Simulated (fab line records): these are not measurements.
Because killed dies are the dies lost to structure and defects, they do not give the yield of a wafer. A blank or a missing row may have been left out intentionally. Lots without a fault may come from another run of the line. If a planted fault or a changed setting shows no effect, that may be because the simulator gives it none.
A struck lot beside a sound one :: flow n5Finfet :: 43 steps out of a route of 1938
Sound: the wafers L332.1, L332.3, L332.6. Struck: wafer L346.2 (left out: L346.1, L346.4 of the same lot, which were not struck); the cause appears at the end.
For every step that has rows: the tool of each side, followed by ch and its chambers, followed by its first start. Under that, the readings that differ: sound wafers :: struck wafers :: difference of the means :: sigmas: that difference in standard deviations of wafers without a fault.
alike: a reading whose means differ by less than 2 such deviations, as well as words and numbers matching on both sides. not compared: withheld readings; readings where some wafer has no value; bounds like >300 that might hide an equal value; numbers whose values overlap and for which the record gives no deviation.
Wherever a step has rows on one side only, a row that says differs or no value, or a row with sigmas, the two part there. Non-overlapping numbers with no deviation appear without sigmas and do not part them. A reading that every wafer of one side lacks parts them only if that side has two wafers or more.

first, 1 step without rows for these wafers: N5_BEOL_M6_ALD_77 (deposits TaN, target thk 2 nm, pulse time 2 s, purge time 3 s).
N5_BEOL_M6_SURFACE_TREAT_79:
  struck on pvdSputter-03, day 13 12:34; sound on pvdSputter-03, day 9 22:49
  not compared: throttleValvePct
then, 1 step without rows for these wafers: N5_BEOL_M6_CVD_78 (deposits Co from CCTBA/H2, target thk 2 nm, time 142.3 s).
N5_BEOL_M6_SPUTTER_48: material Cu, target thk 10 nm, time 1.667 s.
  struck on pvdSputter-03, day 13 13:16; sound on pvdSputter-03, day 9 22:59
  alike: chuckGasFlowSccm, throttleValvePct
then, 3 steps without rows for these wafers: N5_BEOL_M6_ECD_50 (material Cu, target thk 300 nm); N5_BEOL_M6_ANNEAL_51 (time 90 s); N5_BEOL_M6_CMP_52 (polishes, stops on SiCOH lowk, t overpolish 6.9 s, target thk 80 nm).
N5_BEOL_M6_THK_MEAS_53: measures by xrf.
  struck on filmMetro-01, day 13 14:04; sound on filmMetro-02, day 9 23:50
  alike: M6_THK
then, 2 steps without rows for these wafers: N5_BEOL_M6_PRE_CLEAN_55 (time 15 s); N5_BEOL_M6_DEP_56 (deposits SiCN from 3MS/NH3, target thk 10 nm, time 17.5 s).
N5_BEOL_M6_RS_MEAS_57: measurement is done with a four-point probe.
  struck on filmMetro-02, day 13 14:12; sound on filmMetro-02, day 9 23:59
  alike: M6_RS
N5_BEOL_M6_INSPECT_58: inspects for defects (darkfield).
  struck on defectInspect-01, day 13 14:13; sound on defectInspect-01, day 10 00:01
  alike: rawDefectCount
N5_BEOL_M7_ILD_DEP_00: deposits SiCOH lowk from DEMS/porogen, target thk 179.75 nm, time 33.4 s.
  sound on pecvd-03 ch 1,2, day 10 00:03; struck on pecvd-03 ch 0, day 13 14:16
reading: showerheadPlenumPTorr (Torr)
sound: 5.741 5.746 5.741
struck: 5.719
difference: -0.024
sigmas: -2

reading: susceptorTempC (C)
sound: 299.83 299.96 299.68
struck: 310.50
difference: +10.68
sigmas: +53

reading: model.SiCOH_lowk_of_BEOL_M7_ILD_DEP_00.thkNm (nm)
sound: 178.2 179 182.4
struck: 168
difference: -12
sigmas: 
  alike: heaterPowerW, throttleValvePct
then, 1 step without rows for these wafers: N5_BEOL_M7_CURE_74 (cures SiCOH lowk, time 240 s).
N5_BEOL_M7_THK_MEAS_01:
  struck on filmMetro-02, day 13 14:50; sound on filmMetro-01, day 10 01:03
reading: M7_ILD_THK (nm)
sound: 153.6 154.3 157.3
struck: 144.6
difference: -10.5
sigmas: -6
N5_BEOL_M7_PECVD_70: deposits SiO2 from TEOS/O2, target thk 20 nm, time 22.7 s.
  sound on pecvd-04 ch 0,1, day 10 01:05; struck on pecvd-03 ch 2, day 13 14:52
reading: heaterPowerW (W)
sound: 923 889 930
struck: 677
difference: -237
sigmas: -2
  alike: showerheadPlenumPTorr, throttleValvePct
then, 9 steps without rows for these wafers: N5_BEOL_M7_HM_DEP_02 (deposits TiN, target thk 20 nm); N5_BEOL_M7_COAT_59 (time 60 s, resist thk 100 nm); N5_BEOL_M7_COAT_60 (time 60 s, resist thk 35 nm); N5_BEOL_M7_COAT_05 (resist thk 90 nm); N5_BEOL_M7_EBR_07; N5_BEOL_M7_SOFTBAKE_06 (time 60 s); N5_BEOL_M7_EXPOSE_08 (exposes mask M7); N5_BEOL_M7_PEB_09 (peb time 60 s); N5_BEOL_M7_DEVELOP_10 (develop time 30 s).
N5_BEOL_M7_CD_MEAS_11 targets a cd of 38.5 nm.
  sound on cdSem-03 ch 0, day 10 02:13; struck on cdSem-01 ch 0, day 13 16:16
  alike: cdNm
N5_BEOL_M7_OVL_MEAS_12:
  sound on overlay-01 ch 0, day 10 02:14; struck on overlay-02 ch 0, day 13 16:18
reading: M7_OVL (nm)
sound: 0.2 -1.3 0.0
struck: 0.9
difference: +1.3
sigmas: +2
N5_BEOL_M7_INSPECT_13: inspects for defects (brightfield).
  struck on defectInspect-02, day 13 16:19; sound on defectInspect-01, day 10 02:16
  alike: rawDefectCount
then, 2 steps without rows for these wafers: N5_BEOL_M7_DESCUM_16 (chemistry O2, time 7.9 s); N5_BEOL_M7_ETCH_61 (etches SiARC in CF4, target depth 45.5 nm, time 75.8 s).
N5_BEOL_M7_ETCH_62: etches SOC in N2/H2, target depth 110 nm, overetch 22 nm, time 165 s.
  sound on rieDiel-02 ch 0,2, day 10 02:41; struck on rieDiel-02 ch 2, day 13 16:32
  alike: drypumpMotorCurrentA, oesProductAu, rfVppV, showerheadPlenumPTorr, throttleValvePct
  not compared: rfHoursCounterH
then, 2 steps without rows for these wafers: N5_BEOL_M7_STRIP_68 (strips in N2/H2); N5_BEOL_M7_STRIP_67 (strips in CF4).
N5_BEOL_M7_HM_OPEN_17: chemistry Cl2/BCl3, target TiN, target depth 20 nm, overetch 6 nm.
  sound on rieMetal-03 ch 0,1, day 10 02:52; struck on rieMetal-02 ch 1, day 13 16:43
reading: oesProductAu (a.u.)
sound: 0.52 0.68 0.52
struck: 0.71
difference: +0.14
sigmas: +2
  alike: drypumpMotorCurrentA, throttleValvePct
  not compared: rfHoursCounterH
then, 1 step without rows for these wafers: N5_BEOL_M7_STRIP_19 (strips in O2).
N5_BEOL_M7_CD_MEAS_18: pitch 80 nm, target cd 40 nm.
  struck on cdSem-03, day 13 16:59; sound on cdSem-03, day 10 03:03
  alike: cdNm
then, 6 steps without rows for these wafers: N5_BEOL_M7_COAT_63 (time 60 s, resist thk 60 nm); N5_BEOL_M7_COAT_64 (time 60 s, resist thk 12 nm); N5_BEOL_M7_COAT_71 (time 60 s, resist thk 5 nm); N5_BEOL_M7_COAT_22 (resist thk 30 nm); N5_BEOL_M7_EBR_24; N5_BEOL_M7_SOFTBAKE_23 (time 60 s).
N5_BEOL_M7_CMP_52: polishes, stops on SiCOH lowk, t overpolish 6.9 s, target thk 80 nm.
  sound on cmp-04 ch 0,3, day 10 08:18; struck on cmp-02 ch 0, day 14 01:16
reading: model.SiCOH_lowk_of_BEOL_M7_ILD_DEP_00.thkNm (nm)
sound: 150.6 151.4 154.4
struck: 141.8
difference: -10.3
sigmas: 
  alike: motorCurrentA

WHERE THEY PART
At N5_BEOL_M7_ILD_DEP_00 first; at N5_BEOL_M7_HM_OPEN_17 last (within this record only). Later steps at which nothing parts them and some readings are alike: N5_BEOL_M7_CD_MEAS_18, N5_BEOL_M7_CMP_52.

WHY: what had been put in by the simulator
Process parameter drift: pecvd-03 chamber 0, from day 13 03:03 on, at N5_BEOL_M7_ILD_DEP_00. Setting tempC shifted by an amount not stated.
